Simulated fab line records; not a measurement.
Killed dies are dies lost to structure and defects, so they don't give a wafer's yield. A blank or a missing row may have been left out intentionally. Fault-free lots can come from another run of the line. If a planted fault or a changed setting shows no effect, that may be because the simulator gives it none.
fab line records | flow n5Finfet | part 1 of 2: steps 1 to 16 of 26
[record] lots = 5 | wafers = 15 | lastDay = 17
route steps=1938 shown BEOL_M4@1062
lots that met no fault: taken from a fault-free run of the same line
startH: hours from the record's first day to the start of the lot's first wafer shown | waitH: hours from the lot's prior step to this one | " unchanged from the row above | L1.1+2: one row covering several wafers at once | - either no value or no given start | * or withheld: withheld | < > ~ a bound
route shown NAME@n: NAME is a module with steps in the file, n the number in the route of the first one | usual: mean/standard deviation of fault-free wafers | same: alike in all rows | chamber/n: place in a boat | sites: the reading at each site | _std_site: the values' standard deviation | _edge_site: outer sites' mean less inner sites' | radiusMm: for every site, how far away it sits from the centre of the wafer | mask NAME#n: copy n | behind: the tool/chamber that last shaped the wafer | hold: what put the lot on hold/how long, in hours/how the hold closed | device: the n, p or np transistor that did not switch | end of line: the route-end tests of the same wafers | a step without rows: its recipe alone | killed: at the first sort, the dies lost to defects and structure; wafer yield is something else | map: a wafer's dies, x killed, . not, _ none there
set.NAME: the run value of the setting; set.NAME@STEP: its run value at that earlier step | model.NAME: the simulator's own value behind a step, which no gauge read
lots at some steps of the route; a table a step, a row a wafer
services: from which hour (startH, from the record's first day; less than 0 if before it) a tool's chamber was out of use, for how many hours, and why
[[steps]]
[step N5_BEOL_M4_ALD_98]
[recipe] material = SiO2 | targetThkA = 25 | tempC = 100 | aldPrecursorFamily = BDEAS | aldCoReactant = O2-plasma | pulseTimeS = 1 | coReactantPulseTimeS = 1 | purgeTimeS = 2 | coReactantPurgeTimeS = 2 | aldCycles = 17 | pressureTorr = 2
[usual] heaterPowerW = 81/7.8 | precursorPulseHeightRel = 1.004/0.021
lot.wafer | tool      | chamber | startH | waitH | heaterPowerW | precursorPulseHeightRel | sinceWetCleanH
L074.1    | aldSin-01 | 1       | 163.80 | 0.1   | 75           | 0.984                   | 260
L074.3    | "         | 0       | "      | "     | 104          | 1.014                   | 260
L074.6    | "         | 2       | "      | "     | 70           | 0.988                   | -
L082.4    | aldSin-01 | 2       | 207.14 | 0.1   | 71           | 0.992                   | -
L082.5    | "         | 3       | "      | "     | 78           | 1.016                   | -
L082.6    | "         | 0       | "      | "     | 103          | 1.015                   | -
L083.1    | aldSin-02 | 3       | 215.41 | 0.3   | 76           | 0.967                   | 114
L083.3    | "         | 2       | "      | "     | 83           | 1.018                   | 114
L083.4    | "         | 0       | "      | "     | 81           | 1.011                   | 114
L093.1    | aldSin-04 | 0       | 276.57 | 0.1   | 91           | 1.026                   | 86
L093.4    | "         | 1       | "      | "     | 77           | 0.999                   | 86
L093.6    | "         | 1       | "      | "     | 79           | 0.996                   | -
L097.1    | aldSin-04 | 2       | 300.08 | 0.1   | 78           | 1.018                   | 109
L097.2    | "         | 3       | "      | "     | 85           | 0.988                   | 109
L097.4    | "         | 0       | "      | "     | 94           | 1.000                   | 109
[step N5_BEOL_M4_ETCHBACK_99]
[recipe] chemistry = CHF3 | target = SiO2 | targetDepthA = 50 | timeS = 10.4 | sourceW = 215 | biasW = 47 | Ar_flow_sccm = 200 | CHF3_flow_sccm = 12 | ionEnergyEv = 100 | pressureMtorr = 30
[usual] drypumpMotorCurrentA = 5.6/0.36 | oesProductAu = 0.79/0.086 | rfVppV = 247/9.6 | showerheadPlenumPTorr = 2.15/0.084 | throttleValvePct = 17.08/0.24
lot.wafer | tool       | chamber | startH | waitH | drypumpMotorCurrentA | oesProductAu | rfHoursCounterH | rfVppV | showerheadPlenumPTorr | throttleValvePct
L074.1    | rieDiel-04 | 2       | 169.46 | 5.6   | 5.7                  | 0.69         | 232             | 255    | 2.23                  | 17.53
L074.3    | "          | 1       | "      | "     | 5.6                  | 0.68         | 237             | 237    | 2.06                  | 17.30
L074.6    | "          | 2       | "      | "     | 5.7                  | 0.69         | -               | 255    | 2.23                  | 17.54
L082.4    | rieDiel-01 | 2       | 209.64 | 2.5   | 5.4                  | 0.84         | -               | 253    | 2.18                  | 16.99
L082.5    | "          | 0       | "      | "     | 6.0                  | 0.88         | -               | 261    | 2.09                  | 16.80
L082.6    | "          | 1       | "      | "     | 5.2                  | 0.73         | -               | 238    | 2.14                  | 17.19
L083.1    | rieDiel-04 | 3       | 217.05 | 1.6   | 5.0                  | 0.91         | 13              | 235    | 2.20                  | 16.50
L083.3    | "          | 1       | "      | "     | 5.6                  | 1.00         | 3               | 240    | 2.32                  | 16.94
L083.4    | "          | 3       | "      | "     | 5.1                  | 0.93         | -               | 238    | 2.20                  | 16.49
L093.1    | rieDiel-01 | 2       | 279.45 | 2.8   | 5.4                  | 0.80         | 102             | 254    | 2.17                  | 17.03
L093.4    | "          | 1       | "      | "     | 5.2                  | 0.71         | 185             | 237    | 2.13                  | 17.21
L093.6    | "          | 3       | "      | "     | 5.9                  | 0.69         | -               | 257    | 2.21                  | 17.21
L097.1    | rieDiel-01 | 3       | 302.44 | 2.3   | 6.0                  | 0.68         | 237             | 258    | 2.21                  | 17.23
L097.2    | "          | 2       | "      | "     | 5.4                  | 0.81         | 112             | 254    | 2.17                  | 17.04
L097.4    | "          | 1       | "      | "     | 5.2                  | 0.71         | 194             | 237    | 2.13                  | 17.22
[step N5_BEOL_M4_ETCH_70]
[recipe] chemistry = N2/H2 | target = SOC | targetDepthA = 800 | overetchA = 240 | maskMaterial = SiARC | tempC = 40 | timeS = 130 | ionEnergyEv = 200 | pressureMtorr = 30 | sourceW = 840 | biasW = 150 | n2FlowSccm = 200 | h2FlowSccm = 200
[usual] drypumpMotorCurrentA = 5.6/0.36 | n2FlowSccm = 200.0/0.64 | oesProductAu = 0.58/0.061 | rfVppV = 523.7/2.7 | showerheadPlenumPTorr = 2.53/0.091 | tempC = 40.00/0.12 | throttleValvePct = 17.78/0.27
lot.wafer | tool       | chamber | startH | waitH | drypumpMotorCurrentA | n2FlowSccm | oesProductAu | rfHoursCounterH | rfVppV | showerheadPlenumPTorr | tempC | throttleValvePct
L074.1    | rieDiel-04 | 2       | 169.49 | 0.0   | 5.7                  | 200.1      | 0.52         | 232             | 526.9  | 2.58                  | 40.09 | 17.97
L074.3    | "          | 1       | "      | "     | 5.6                  | 200.9      | 0.51         | 237             | 522.2  | 2.42                  | 40.02 | 18.03
L074.6    | "          | 2       | "      | "     | 5.7                  | 200.0      | 0.52         | -               | 525.7  | 2.58                  | 39.97 | 17.97
L082.4    | rieDiel-01 | 2       | 209.70 | 0.0   | 5.4                  | 200.0      | 0.60         | -               | 525.0  | 2.56                  | 40.18 | 17.56
L082.5    | "          | 0       | "      | "     | 6.0                  | 199.3      | 0.65         | -               | 521.1  | 2.46                  | 40.01 | 17.54
L082.6    | "          | 1       | "      | "     | 5.2                  | 200.2      | 0.54         | -               | 524.2  | 2.53                  | 39.94 | 17.92
L083.1    | rieDiel-04 | 3       | 217.08 | 0.0   | 5.1                  | 200.9      | 0.66         | 13              | 525.4  | 2.62                  | 40.05 | 17.36
L083.3    | "          | 1       | "      | "     | 5.6                  | 200.4      | 0.73         | 3               | 529.4  | 2.73                  | 40.00 | 17.68
L083.4    | "          | 3       | "      | "     | 5.1                  | 200.2      | 0.67         | -               | 525.0  | 2.62                  | 40.02 | 17.33
L093.1    | rieDiel-01 | 2       | 279.49 | 0.0   | 5.4                  | 199.6      | 0.59         | 102             | 524.7  | 2.55                  | 40.03 | 17.59
L093.4    | "          | 1       | "      | "     | 5.2                  | 199.8      | 0.54         | 185             | 523.8  | 2.52                  | 40.04 | 17.93
L093.6    | "          | 3       | "      | "     | 5.9                  | 200.8      | 0.51         | -               | 526.2  | 2.62                  | 40.05 | 18.03
L097.1    | rieDiel-01 | 3       | 302.47 | 0.0   | 6.0                  | 199.7      | 0.50         | 237             | 527.6  | 2.62                  | 40.19 | 18.04
L097.2    | "          | 2       | "      | "     | 5.4                  | 199.4      | 0.58         | 112             | 526.6  | 2.54                  | 40.18 | 17.61
L097.4    | "          | 1       | "      | "     | 5.2                  | 200.5      | 0.53         | 194             | 523.4  | 2.52                  | 39.99 | 17.97
[step N5_BEOL_M4_STRIP_71]
[recipe] chemistry = N2/H2 | tempC = 40 | n2FlowSccm = 200 | h2FlowSccm = 200 | rfFrequencyHz = 6e+07
lot.wafer  | tool       | chamber | startH | waitH
L074.1+3+6 | rieDiel-04 | 2,1,2   | 169.58 | 0.0
L082.4+5+6 | rieDiel-01 | 2,0,1   | 209.75 | 0.0
L083.1+3+4 | rieDiel-04 | 3,1,3   | 217.17 | 0.0
L093.1+4+6 | rieDiel-01 | 2,1,3   | 279.57 | 0.0
L097.1+2+4 | rieDiel-01 | 3,2,1   | 302.56 | 0.0
[step N5_BEOL_M4_STRIP_78]
[recipe] chemistry = N2/H2 | tempC = 40 | n2FlowSccm = 200 | h2FlowSccm = 200 | rfFrequencyHz = 6e+07
lot.wafer  | tool       | chamber | startH | waitH
L074.1+3+6 | rieDiel-04 | 2,1,2   | 169.59 | 0.0
L082.4+5+6 | rieDiel-01 | 2,0,1   | 209.76 | 0.0
L083.1+3+4 | rieDiel-04 | 3,1,3   | 217.18 | 0.0
L093.1+4+6 | rieDiel-01 | 2,1,3   | 279.58 | 0.0
L097.1+2+4 | rieDiel-01 | 3,2,1   | 302.57 | 0.0
[step N5_BEOL_M4_VIA_ETCH_34]
[recipe] chemistry = C4F6/O2 | targetDepthA = 694 | maskMaterial = SOC | pressureMtorr = 15 | ionEnergyEv = 250 | taperDeg = 4 | timeS = 65.9 | sourceW = 350 | biasW = 170 | Ar_flow_sccm = 300 | C4F6_flow_sccm = 10 | O2_flow_sccm = 10
[usual] C4F6_flow_sccm = 10.002/0.029 | drypumpMotorCurrentA = 5.6/0.37 | oesProductAu = 0.79/0.086 | rfVppV = 681/26 | showerheadPlenumPTorr = 2.84/0.11 | throttleValvePct = 30.8/0.3
lot.wafer | tool       | chamber | startH | waitH | C4F6_flow_sccm | drypumpMotorCurrentA | oesProductAu | rfHoursCounterH | rfVppV | showerheadPlenumPTorr | throttleValvePct
L074.1    | rieDiel-04 | 2       | 169.60 | 0.0   | 9.984          | 5.7                  | 0.69         | 232             | 705    | 2.94                  | 31.2
L074.3    | "          | 1       | "      | "     | 10.040         | 5.6                  | 0.67         | 237             | 655    | 2.72                  | 30.9
L074.6    | "          | 2       | "      | "     | 9.953          | 5.7                  | 0.69         | -               | 704    | 2.94                  | 31.2
L082.4    | rieDiel-01 | 2       | 209.79 | 0.0   | 9.989          | 5.4                  | 0.83         | -               | 701    | 2.88                  | 30.8
L082.5    | "          | 0       | "      | "     | 9.968          | 6.0                  | 0.88         | -               | 717    | 2.77                  | 30.5
L082.6    | "          | 1       | "      | "     | 10.019         | 5.2                  | 0.74         | -               | 655    | 2.82                  | 30.8
L083.1    | rieDiel-04 | 3       | 217.19 | 0.0   | 10.026         | 5.1                  | 0.92         | 13              | 655    | 2.90                  | 30.0
L083.3    | "          | 1       | "      | "     | 10.000         | 5.6                  | 1.00         | 3               | 665    | 3.05                  | 30.8
L083.4    | "          | 3       | "      | "     | 9.971          | 5.1                  | 0.92         | -               | 654    | 2.90                  | 30.0
L093.1    | rieDiel-01 | 2       | 279.59 | 0.0   | 10.001         | 5.4                  | 0.81         | 102             | 701    | 2.87                  | 30.9
L093.4    | "          | 1       | "      | "     | 9.999          | 5.2                  | 0.71         | 185             | 654    | 2.81                  | 30.8
L093.6    | "          | 3       | "      | "     | 10.045         | 5.9                  | 0.70         | -               | 712    | 2.92                  | 30.8
L097.1    | rieDiel-01 | 3       | 302.58 | 0.0   | 9.986          | 5.9                  | 0.68         | 237             | 714    | 2.91                  | 30.8
L097.2    | "          | 2       | "      | "     | 10.071         | 5.4                  | 0.80         | 112             | 702    | 2.86                  | 30.9
L097.4    | "          | 1       | "      | "     | 9.998          | 5.2                  | 0.72         | 194             | 656    | 2.81                  | 30.9
[step N5_BEOL_M4_STRIP_83]
[recipe] chemistry = C4F6/O2 | resist = SiARC | rfFrequencyHz = 6e+07
lot.wafer  | tool       | chamber | startH | waitH
L074.1+3+6 | rieDiel-04 | 2,1,2   | 169.65 | 0.0
L082.4+5+6 | rieDiel-01 | 2,0,1   | 209.82 | 0.0
L083.1+3+4 | rieDiel-04 | 3,1,3   | 217.24 | 0.0
L093.1+4+6 | rieDiel-01 | 2,1,3   | 279.64 | 0.0
L097.1+2+4 | rieDiel-01 | 3,2,1   | 302.63 | 0.0
[step N5_BEOL_M4_STRIP_36]
[recipe] chemistry = N2/H2 | powerW = 450 | tempC = 40 | pressureMtorr = 20 | rfFrequencyHz = 6e+07 | overashFraction = 0.3 | biasPowerW = 7 | h2Frac = 0.5 | n2FlowSccm = 200 | h2FlowSccm = 200
[usual] drypumpMotorCurrentA = 5.6/0.37 | n2FlowSccm = 200.1/0.6 | oesProductAu = 0.79/0.087 | rfVppV = 59.1/1.6 | showerheadPlenumPTorr = 2.53/0.091 | tempC = 39.98/0.11 | throttleValvePct = 23.6/0.31
lot.wafer | tool       | chamber | startH | waitH | drypumpMotorCurrentA | n2FlowSccm | oesProductAu | rfHoursCounterH | rfVppV | showerheadPlenumPTorr | tempC | throttleValvePct
L074.1    | rieDiel-04 | 2       | 169.66 | 0.0   | 5.7                  | 200.4      | 0.69         | 232             | 58.5   | 2.58                  | 40.00 | 23.6
L074.3    | "          | 1       | "      | "     | 5.6                  | 199.2      | 0.69         | 237             | 59.8   | 2.41                  | 40.02 | 23.8
L074.6    | "          | 2       | "      | "     | 5.7                  | 200.3      | 0.70         | -               | 57.2   | 2.58                  | 40.07 | 23.6
L082.4    | rieDiel-01 | 2       | 209.84 | 0.0   | 5.4                  | 200.3      | 0.82         | -               | 59.3   | 2.55                  | 40.19 | 23.3
L082.5    | "          | 0       | "      | "     | 6.0                  | 200.8      | 0.89         | -               | 60.3   | 2.46                  | 40.18 | 23.4
L082.6    | "          | 1       | "      | "     | 5.2                  | 199.9      | 0.76         | -               | 55.2   | 2.53                  | 40.02 | 23.7
L083.1    | rieDiel-04 | 3       | 217.25 | 0.0   | 5.1                  | 201.3      | 0.89         | 13              | 57.1   | 2.61                  | 39.91 | 23.2
L083.3    | "          | 1       | "      | "     | 5.6                  | 199.5      | 1.03         | 3               | 58.9   | 2.73                  | 40.00 | 23.7
L083.4    | "          | 3       | "      | "     | 5.0                  | 200.5      | 0.88         | -               | 57.1   | 2.61                  | 39.89 | 23.2
L093.1    | rieDiel-01 | 2       | 279.65 | 0.0   | 5.4                  | 200.3      | 0.79         | 102             | 60.5   | 2.54                  | 39.98 | 23.3
L093.4    | "          | 1       | "      | "     | 5.2                  | 200.0      | 0.74         | 185             | 59.3   | 2.52                  | 39.80 | 23.7
L093.6    | "          | 3       | "      | "     | 5.9                  | 199.5      | 0.68         | -               | 57.9   | 2.62                  | 40.00 | 23.8
L097.1    | rieDiel-01 | 3       | 302.64 | 0.0   | 6.0                  | 200.4      | 0.68         | 237             | 56.4   | 2.61                  | 40.01 | 23.8
L097.2    | "          | 2       | "      | "     | 5.4                  | 200.7      | 0.79         | 112             | 57.5   | 2.54                  | 39.86 | 23.4
L097.4    | "          | 1       | "      | "     | 5.2                  | 200.3      | 0.73         | 194             | 60.1   | 2.52                  | 39.86 | 23.7
[step N5_BEOL_M4_TRENCH_ETCH_37]
[recipe] chemistry = C4F6/O2 | targetDepthA = 555.55 | target = SiOC | timeS = 29.2 | ionEnergyEv = 250 | pressureMtorr = 30 | sourceW = 355 | biasW = 185 | Ar_flow_sccm = 300 | C4F6_flow_sccm = 10 | O2_flow_sccm = 10
[usual] C4F6_flow_sccm = 10.002/0.027 | drypumpMotorCurrentA = 5.6/0.37 | oesProductAu = 0.79/0.086 | rfVppV = 681/26 | showerheadPlenumPTorr = 2.84/0.11 | throttleValvePct = 20.87/0.24
lot.wafer | tool       | chamber | startH | waitH | C4F6_flow_sccm | drypumpMotorCurrentA | oesProductAu | rfHoursCounterH | rfVppV | showerheadPlenumPTorr | throttleValvePct
L074.1    | rieDiel-04 | 2       | -      | -     | 10.004         | 5.7                  | 0.69         | 232             | 707    | 2.95                  | 21.33
L074.3    | "          | 1       | "      | "     | 9.960          | 5.6                  | 0.68         | 237             | 655    | 2.72                  | 21.08
L074.6    | "          | 2       | "      | "     | 10.009         | 5.7                  | 0.70         | -               | 706    | 2.95                  | 21.34
L082.4    | rieDiel-01 | 2       | -      | -     | 10.082         | 5.4                  | 0.83         | -               | 701    | 2.88                  | 20.80
L082.5    | "          | 0       | "      | "     | 10.020         | 6.0                  | 0.88         | -               | 719    | 2.77                  | 20.63
L082.6    | "          | 1       | "      | "     | 10.033         | 5.2                  | 0.73         | -               | 654    | 2.83                  | 20.94
L083.1    | rieDiel-04 | 3       | -      | -     | 10.002         | 5.1                  | 0.92         | 13              | 653    | 2.90                  | 20.27
L083.3    | "          | 1       | "      | "     | 9.984          | 5.6                  | 0.99         | 3               | 665    | 3.06                  | 20.79
L083.4    | "          | 3       | "      | "     | 9.994          | 5.1                  | 0.93         | -               | 654    | 2.90                  | 20.30
L093.1    | rieDiel-01 | 2       | -      | -     | 10.015         | 5.4                  | 0.81         | 102             | 701    | 2.87                  | 20.82
L093.4    | "          | 1       | "      | "     | 10.011         | 5.2                  | 0.72         | 185             | 655    | 2.82                  | 20.97
L093.6    | "          | 3       | "      | "     | 10.026         | 5.9                  | 0.69         | -               | 714    | 2.92                  | 20.96
L097.1    | rieDiel-01 | 3       | -      | -     | 10.039         | 5.9                  | 0.67         | 237             | 714    | 2.92                  | 20.97
L097.2    | "          | 2       | "      | "     | 9.973          | 5.4                  | 0.79         | 112             | 700    | 2.87                  | 20.84
L097.4    | "          | 1       | "      | "     | 10.010         | 5.2                  | 0.71         | 194             | 654    | 2.82                  | 20.98
[step N5_BEOL_M4_ETCH_41]
[recipe] chemistry = CH3F/O2 | target = SiCN | targetDepthA = 299 | taperDeg = 2 | timeS = 52.5 | ionEnergyEv = 120 | maskMaterial = TiN | pressureMtorr = 30 | sourceW = 395 | biasW = 75 | Ar_flow_sccm = 150 | CH3F_flow_sccm = 30 | O2_flow_sccm = 20
[usual] drypumpMotorCurrentA = 5.6/0.37 | oesProductAu = 0.79/0.087 | rfVppV = 297.2/1.7 | showerheadPlenumPTorr = 2.00/0.078 | throttleValvePct = 16.33/0.25
lot.wafer | tool       | chamber | startH | waitH | drypumpMotorCurrentA | oesProductAu | rfHoursCounterH | rfVppV | showerheadPlenumPTorr | throttleValvePct
L074.1    | rieDiel-04 | 2       | -      | -     | 5.7                  | 0.69         | 232             | 299.3  | 2.07                  | 16.77
L074.3    | "          | 1       | "      | "     | 5.6                  | 0.67         | 237             | 294.8  | 1.90                  | 16.54
L074.6    | "          | 2       | "      | "     | 5.7                  | 0.69         | -               | 297.8  | 2.07                  | 16.77
L082.4    | rieDiel-01 | 2       | -      | -     | 5.4                  | 0.83         | -               | 300.1  | 2.03                  | 16.25
L082.5    | "          | 0       | "      | "     | 6.0                  | 0.89         | -               | 295.6  | 1.94                  | 16.05
L082.6    | "          | 1       | "      | "     | 5.2                  | 0.73         | -               | 298.6  | 1.99                  | 16.45
L083.1    | rieDiel-04 | 3       | -      | -     | 5.0                  | 0.91         | 13              | 298.5  | 2.05                  | 15.76
L083.3    | "          | 1       | "      | "     | 5.6                  | 1.00         | 3               | 300.0  | 2.15                  | 16.12
L083.4    | "          | 3       | "      | "     | 5.1                  | 0.92         | -               | 299.0  | 2.05                  | 15.77
L093.1    | rieDiel-01 | 2       | -      | -     | 5.4                  | 0.81         | 102             | 296.5  | 2.02                  | 16.29
L093.4    | "          | 1       | "      | "     | 5.2                  | 0.72         | 185             | 296.1  | 1.98                  | 16.46
L093.6    | "          | 3       | "      | "     | 5.9                  | 0.69         | -               | 297.8  | 2.06                  | 16.52
L097.1    | rieDiel-01 | 3       | -      | -     | 6.0                  | 0.69         | 237             | 298.7  | 2.05                  | 16.53
L097.2    | "          | 2       | "      | "     | 5.4                  | 0.80         | 112             | 297.5  | 2.02                  | 16.32
L097.4    | "          | 1       | "      | "     | 5.2                  | 0.71         | 194             | 297.1  | 1.98                  | 16.49
[step N5_BEOL_M4_STRIP_97]
[recipe] chemistry = N2/H2 | timeS = 10 | powerW = 450 | tempC = 40 | pressureMtorr = 20 | rfFrequencyHz = 6e+07 | biasPowerW = 7 | n2FlowSccm = 200 | h2FlowSccm = 200
[usual] drypumpMotorCurrentA = 5.6/0.37 | n2FlowSccm = 199.9/0.61 | oesProductAu = 0.79/0.087 | rfVppV = 59.1/0.89 | showerheadPlenumPTorr = 2.53/0.091 | tempC = 40.00/0.11 | throttleValvePct = 23.6/0.3
lot.wafer | tool       | chamber | startH | waitH | drypumpMotorCurrentA | n2FlowSccm | oesProductAu | rfHoursCounterH | rfVppV | showerheadPlenumPTorr | tempC | throttleValvePct
L074.1    | rieDiel-04 | 2       | -      | -     | 5.6                  | 199.7      | 0.70         | 232             | 57.6   | 2.58                  | 40.04 | 23.6
L074.3    | "          | 1       | "      | "     | 5.6                  | 201.1      | 0.71         | 237             | 59.7   | 2.41                  | 40.05 | 23.8
L074.6    | "          | 2       | "      | "     | 5.7                  | 199.9      | 0.70         | -               | 58.6   | 2.58                  | 40.18 | 23.6
L082.4    | rieDiel-01 | 2       | -      | -     | 5.4                  | 199.4      | 0.82         | -               | 58.6   | 2.55                  | 40.29 | 23.3
L082.5    | "          | 0       | "      | "     | 6.0                  | 200.2      | 0.90         | -               | 59.0   | 2.46                  | 40.11 | 23.4
L082.6    | "          | 1       | "      | "     | 5.2                  | 199.6      | 0.75         | -               | 58.6   | 2.53                  | 39.68 | 23.7
L083.1    | rieDiel-04 | 3       | -      | -     | 5.0                  | 200.2      | 0.90         | 13              | 60.0   | 2.61                  | 40.05 | 23.2
L083.3    | "          | 1       | "      | "     | 5.6                  | 199.7      | 1.00         | 3               | 60.2   | 2.73                  | 39.96 | 23.6
L083.4    | "          | 3       | "      | "     | 5.0                  | 200.9      | 0.89         | -               | 58.0   | 2.61                  | 40.08 | 23.2
L093.1    | rieDiel-01 | 2       | -      | -     | 5.4                  | 199.9      | 0.79         | 102             | 60.0   | 2.54                  | 39.96 | 23.4
L093.4    | "          | 1       | "      | "     | 5.2                  | 200.7      | 0.74         | 185             | 58.3   | 2.52                  | 39.80 | 23.7
L093.6    | "          | 3       | "      | "     | 5.9                  | 200.2      | 0.68         | -               | 58.8   | 2.62                  | 39.85 | 23.8
L097.1    | rieDiel-01 | 3       | -      | -     | 5.9                  | 200.1      | 0.68         | 237             | 60.8   | 2.61                  | 40.15 | 23.8
L097.2    | "          | 2       | "      | "     | 5.4                  | 200.3      | 0.78         | 112             | 60.2   | 2.54                  | 39.94 | 23.4
L097.4    | "          | 1       | "      | "     | 5.2                  | 200.1      | 0.72         | 194             | 60.2   | 2.51                  | 40.04 | 23.7
[step N5_BEOL_M4_OCD_MEAS_38]
[usual] trenchDepthNm = 55.2/1.2
lot.wafer | tool   | chamber | startH | waitH | trenchDepthNm
L074.1    | ocd-02 | -       | 169.85 | -     | 53.8
L074.3    | "      | -       | "      | "     | 54.4
L074.6    | "      | -       | "      | "     | 53.7
L082.4    | ocd-02 | -       | 210.02 | -     | 56.4
L082.5    | "      | -       | "      | "     | 55.0
L082.6    | "      | -       | "      | "     | 54.6
L083.1    | ocd-02 | -       | 217.44 | -     | 57.7
L083.3    | "      | -       | "      | "     | 56.4
L083.4    | "      | -       | "      | "     | 58.6
L093.1    | ocd-01 | -       | 279.85 | -     | 56.2
L093.4    | "      | -       | "      | "     | 53.4
L093.6    | "      | -       | "      | "     | 54.6
L097.1    | ocd-01 | -       | 302.83 | -     | 54.1
L097.2    | "      | -       | "      | "     | 56.0
L097.4    | "      | -       | "      | "     | 54.0
[step N5_BEOL_M4_HM_STRIP_39]
[recipe] chemistry = peroxideTinStrip | material = TiN | targetDepthA = 250 | tempC = 50 | timeS = 158
[usual] bathHeatDutyPct = 7.4/0.74 | tempC = 49.99/0.13
lot.wafer | tool        | chamber | startH | waitH | bathHeatDutyPct | tempC
L074.1    | wetBench-02 | 4       | 169.89 | 0.0   | 6.6             | 49.98
L074.3    | "           | 1       | "      | "     | 6.8             | 50.07
L074.6    | "           | 7       | "      | "     | 7.9             | 49.93
L082.4    | wetBench-04 | 2       | 210.05 | 0.0   | 7.6             | 49.88
L082.5    | "           | 3       | "      | "     | 7.7             | 49.95
L082.6    | "           | 6       | "      | "     | 7.1             | 50.01
L083.1    | wetBench-02 | 4       | 217.48 | 0.0   | 7.8             | 50.22
L083.3    | "           | 2       | "      | "     | 5.5             | 50.06
L083.4    | "           | 6       | "      | "     | 6.5             | 50.15
L093.1    | wetBench-04 | 3       | 279.88 | 0.0   | 7.5             | 49.88
L093.4    | "           | 6       | "      | "     | 6.2             | 50.08
L093.6    | "           | 7       | "      | "     | 7.8             | 50.17
L097.1    | wetBench-04 | 7       | 302.87 | 0.0   | 8.0             | 49.94
L097.2    | "           | 6       | "      | "     | 6.6             | 49.99
L097.4    | "           | 0       | "      | "     | 8.5             | 50.01
[step N5_BEOL_M4_SRD_40]
[recipe] timeS = 30 | tempC = 23 | rinseLiquid = diw | dry = ipaMarangoni
[usual] bathHeatDutyPct = 3.8/0.44 | tempC = 23.00/0.11
lot.wafer | tool        | chamber | startH | waitH | bathHeatDutyPct | tempC
L074.1    | wetBench-02 | 4       | 169.93 | 0.0   | 3.4             | 23.11
L074.3    | "           | 1       | "      | "     | 3.7             | 22.92
L074.6    | "           | 7       | "      | "     | 4.2             | 22.94
L082.4    | wetBench-04 | 2       | 210.10 | 0.0   | 4.7             | 22.83
L082.5    | "           | 3       | "      | "     | 4.5             | 23.14
L082.6    | "           | 6       | "      | "     | 3.6             | 22.97
L083.1    | wetBench-02 | 4       | 217.52 | 0.0   | 3.4             | 22.94
L083.3    | "           | 2       | "      | "     | 3.9             | 23.12
L083.4    | "           | 6       | "      | "     | 3.7             | 23.05
L093.1    | wetBench-04 | 3       | 279.93 | 0.0   | 4.0             | 22.87
L093.4    | "           | 6       | "      | "     | 3.5             | 22.90
L093.6    | "           | 7       | "      | "     | 4.6             | 22.91
L097.1    | wetBench-04 | 7       | 302.91 | 0.0   | 4.0             | 23.05
L097.2    | "           | 6       | "      | "     | 3.4             | 22.88
L097.4    | "           | 0       | "      | "     | 3.0             | 22.95
[step N5_BEOL_M4_PRECLEAN_42]
[recipe] chemistry = residueRemover | timeS = 60 | tempC = 40
[usual] bathHeatDutyPct = 4.7/0.57 | tempC = 40.00/0.1
lot.wafer | tool        | chamber | startH | waitH | bathHeatDutyPct | tempC
L074.1    | wetBench-02 | 4       | 169.95 | 0.0   | 4.7             | 39.85
L074.3    | "           | 1       | "      | "     | 4.6             | 39.94
L074.6    | "           | 7       | "      | "     | 5.2             | 39.87
L082.4    | wetBench-04 | 2       | 210.11 | 0.0   | 4.6             | 39.86
L082.5    | "           | 3       | "      | "     | 4.5             | 39.63
L082.6    | "           | 6       | "      | "     | 4.5             | 40.06
L083.1    | wetBench-02 | 4       | 217.54 | 0.0   | 5.7             | 39.91
L083.3    | "           | 2       | "      | "     | 3.6             | 39.96
L083.4    | "           | 6       | "      | "     | 4.1             | 39.99
L093.1    | wetBench-04 | 3       | 279.94 | 0.0   | 5.1             | 40.03
L093.4    | "           | 6       | "      | "     | 3.1             | 40.06
L093.6    | "           | 7       | "      | "     | 4.3             | 40.05
L097.1    | wetBench-04 | 7       | 302.93 | 0.0   | 4.9             | 40.00
L097.2    | "           | 6       | "      | "     | 4.0             | 40.01
L097.4    | "           | 0       | "      | "     | 5.1             | 40.02
[step N5_BEOL_M4_SRD_43]
[recipe] timeS = 30 | tempC = 23 | rinseLiquid = diw | dry = ipaMarangoni
[usual] bathHeatDutyPct = 3.8/0.56 | tempC = 23.00/0.11
lot.wafer | tool        | chamber | startH | waitH | bathHeatDutyPct | tempC
L074.1    | wetBench-02 | 4       | 169.97 | 0.0   | 3.5             | 22.74
L074.3    | "           | 1       | "      | "     | 3.9             | 23.03
L074.6    | "           | 7       | "      | "     | 4.0             | 23.13
L082.4    | wetBench-04 | 2       | 210.13 | 0.0   | 3.4             | 22.91
L082.5    | "           | 3       | "      | "     | 3.6             | 23.11
L082.6    | "           | 6       | "      | "     | 3.8             | 23.05
L083.1    | wetBench-02 | 4       | 217.56 | 0.0   | 3.4             | 23.03
L083.3    | "           | 2       | "      | "     | 2.7             | 22.99
L083.4    | "           | 6       | "      | "     | 3.9             | 23.03
L093.1    | wetBench-04 | 3       | 279.96 | 0.0   | 3.5             | 23.06
L093.4    | "           | 6       | "      | "     | 2.9             | 22.96
L093.6    | "           | 7       | "      | "     | 3.9             | 22.98
L097.1    | wetBench-04 | 7       | 302.95 | 0.0   | 4.1             | 22.93
L097.2    | "           | 6       | "      | "     | 3.3             | 22.94
L097.4    | "           | 0       | "      | "     | 4.4             | 22.97
